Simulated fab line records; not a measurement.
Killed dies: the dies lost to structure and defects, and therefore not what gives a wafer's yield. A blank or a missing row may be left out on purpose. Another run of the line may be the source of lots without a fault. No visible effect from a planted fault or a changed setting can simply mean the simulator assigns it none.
Which of the tools did it? ; flow n5-finfet ; 24 lots with 72 wafers sampled at 3 steps, on a route of 1938 steps

## WHAT THE GAUGES SHOWED, per wafer
N5_BEOL_M5_RS_MEAS_57: a four-point-probe measurement.
lot;measured;on;M5_RS (ohm/sq)
L074;day 8 12:31;film-metro-01;0.391 0.389 0.399
L075;day 8 17:27;film-metro-02;0.386 0.387 0.392
L077;day 8 17:54;film-metro-02;0.395 0.386 0.384
L076;day 8 22:50;film-metro-02;0.392 0.384 0.395
L079;day 9 19:08;film-metro-01;0.371 0.398 0.380
L080;day 9 20:24;film-metro-02;0.402 0.402 0.382
L078;day 10 01:31;film-metro-01;0.392 0.393 0.381
L081;day 10 03:53;film-metro-02;0.394 0.401 0.398
L082;day 10 05:04;film-metro-01;0.367 0.386 0.377
L083;day 10 08:45;film-metro-02;0.382 0.357 0.380
L084;day 10 14:58;film-metro-02;0.397 0.394 0.404
L085;day 11 05:22;film-metro-01;0.394 0.373 0.392
L086;day 11 09:01;film-metro-01;0.388 0.373 0.390
L087;day 11 19:54;film-metro-02;0.376 0.385 0.383
L088;day 12 03:02;film-metro-01;0.392 0.359 0.384
L090;day 12 05:55;film-metro-01;0.392 0.370 0.390
L089;day 12 12:06;film-metro-02;0.363 0.365 0.369
L091;day 12 16:40;film-metro-01;0.362 0.368 0.383
L092;day 12 21:28;film-metro-02;0.378 0.380 0.379
L093;day 13 05:20;film-metro-02;0.392 0.384 0.399
L094;day 13 11:11;film-metro-02;0.395 0.380 0.383
L095;day 13 15:51;film-metro-02;0.377 0.399 0.372
L096;day 14 01:47;film-metro-02;0.369 0.387 0.373
L097;day 14 06:42;film-metro-01;0.369 0.375 0.395

## TOOL THAT RAN EACH LOT (tool first, then ch and the chambers of the sampled wafers, then the start)
lot;N5_BEOL_M5_ANNEAL_49;N5_BEOL_M5_SPUTTER_90
L074;pvd-sputter-02, day 8 07:07;pvd-sputter-02, day 8 11:23
L075;pvd-sputter-03, day 8 12:08;pvd-sputter-03, day 8 16:24
L077;pvd-sputter-01, day 8 12:16;pvd-sputter-01, day 8 16:32
L076;pvd-sputter-02, day 8 17:31;pvd-sputter-02, day 8 21:46
L079;pvd-sputter-02, day 9 13:47;pvd-sputter-02, day 9 18:04
L080;pvd-sputter-03, day 9 15:02;pvd-sputter-03, day 9 19:19
L078;pvd-sputter-02, day 9 20:11;pvd-sputter-02, day 10 00:27
L081;pvd-sputter-01, day 9 22:34;pvd-sputter-01, day 10 02:50
L082;pvd-sputter-03, day 9 23:43;pvd-sputter-03, day 10 03:59
L083;pvd-sputter-01, day 10 03:24;pvd-sputter-01, day 10 07:40
L084;pvd-sputter-03, day 10 05:56;pvd-sputter-03, day 10 13:50
L085;pvd-sputter-03, day 10 23:58;pvd-sputter-03, day 11 04:14
L086;pvd-sputter-02, day 11 03:41;pvd-sputter-02, day 11 07:58
L087;pvd-sputter-03, day 11 14:22;pvd-sputter-03, day 11 18:38
L088;pvd-sputter-03, day 11 20:53;pvd-sputter-03, day 12 01:09
L090;pvd-sputter-01, day 12 00:34;pvd-sputter-01, day 12 04:50
L089;pvd-sputter-02, day 12 06:10;pvd-sputter-02, day 12 10:26
L091;pvd-sputter-01, day 12 11:21;pvd-sputter-01, day 12 15:37
L092;pvd-sputter-01, day 12 15:49;pvd-sputter-01, day 12 20:05
L093;pvd-sputter-02, day 13 00:01;pvd-sputter-02, day 13 04:17
L094;pvd-sputter-01, day 13 05:32;pvd-sputter-01, day 13 09:49
L095;pvd-sputter-03, day 13 10:28;pvd-sputter-03, day 13 14:44
L096;pvd-sputter-03, day 13 20:20;pvd-sputter-03, day 14 00:37
L097;pvd-sputter-01, day 14 01:23;pvd-sputter-01, day 14 05:39
- N5_BEOL_M5_ANNEAL_49: time 1800 s.
- N5_BEOL_M5_SPUTTER_90: material Cu, target thk 4.5 nm, time 8.29 s.

## WHAT THE TOOLS THEMSELVES READ (means of the sampled wafers that have a number; where no wafer has one, the mark that the record gives instead)
N5_BEOL_M5_ANNEAL_49.
lot;tool;heater-power-w (W)
L074;pvd-sputter-02;860
L075;pvd-sputter-03;866
L077;pvd-sputter-01;856
L076;pvd-sputter-02;826
L079;pvd-sputter-02;890
L080;pvd-sputter-03;805
L078;pvd-sputter-02;926
L081;pvd-sputter-01;861
L082;pvd-sputter-03;865
L083;pvd-sputter-01;878
L084;pvd-sputter-03;804
L085;pvd-sputter-03;861
L086;pvd-sputter-02;813
L087;pvd-sputter-03;816
L088;pvd-sputter-03;903
L090;pvd-sputter-01;878
L089;pvd-sputter-02;921
L091;pvd-sputter-01;860
L092;pvd-sputter-01;857
L093;pvd-sputter-02;841
L094;pvd-sputter-01;814
L095;pvd-sputter-03;868
L096;pvd-sputter-03;758
L097;pvd-sputter-01;814

N5_BEOL_M5_SPUTTER_90.
lot;tool;throttle-valve-pct (%)
L074;pvd-sputter-02;29.2
L075;pvd-sputter-03;29.8
L077;pvd-sputter-01;29.9
L076;pvd-sputter-02;29.6
L079;pvd-sputter-02;29.0
L080;pvd-sputter-03;30.5
L078;pvd-sputter-02;29.1
L081;pvd-sputter-01;30.3
L082;pvd-sputter-03;29.7
L083;pvd-sputter-01;30.2
L084;pvd-sputter-03;31.5
L085;pvd-sputter-03;29.7
L086;pvd-sputter-02;29.0
L087;pvd-sputter-03;31.4
L088;pvd-sputter-03;31.0
L090;pvd-sputter-01;30.2
L089;pvd-sputter-02;29.5
L091;pvd-sputter-01;30.0
L092;pvd-sputter-01;30.2
L093;pvd-sputter-02;29.1
L094;pvd-sputter-01;29.7
L095;pvd-sputter-03;31.0
L096;pvd-sputter-03;30.7
L097;pvd-sputter-01;29.6

## THE ANSWER, worked out from the rows above alone
Rule: usual is defined by the lots themselves. Put in order of their means at a reading, lots are off if they are a third of the lots or fewer, leave a main group of 4 or more, and stand apart from it by a gap of 3 or more times the standard deviation of the main group's means; of several such gaps the widest counts. If all means in a main group match to the digits the tables above print for the reading, that group is not used. Also off: a lot with no number at a reading for which 4 or more lots have one. The other lots that the step has rows for count as sound. After the gauges, taken in route order, come the tools' own readings; for these a lot's mean is taken, as printed above. The first step at which some lot is off is used, and at that step the reading that is off furthest; a lot without a number counts as furthest.
No lot is off on any of the readings shown, so nothing can be concluded from this.

## WHAT THE SIMULATOR PUT IN
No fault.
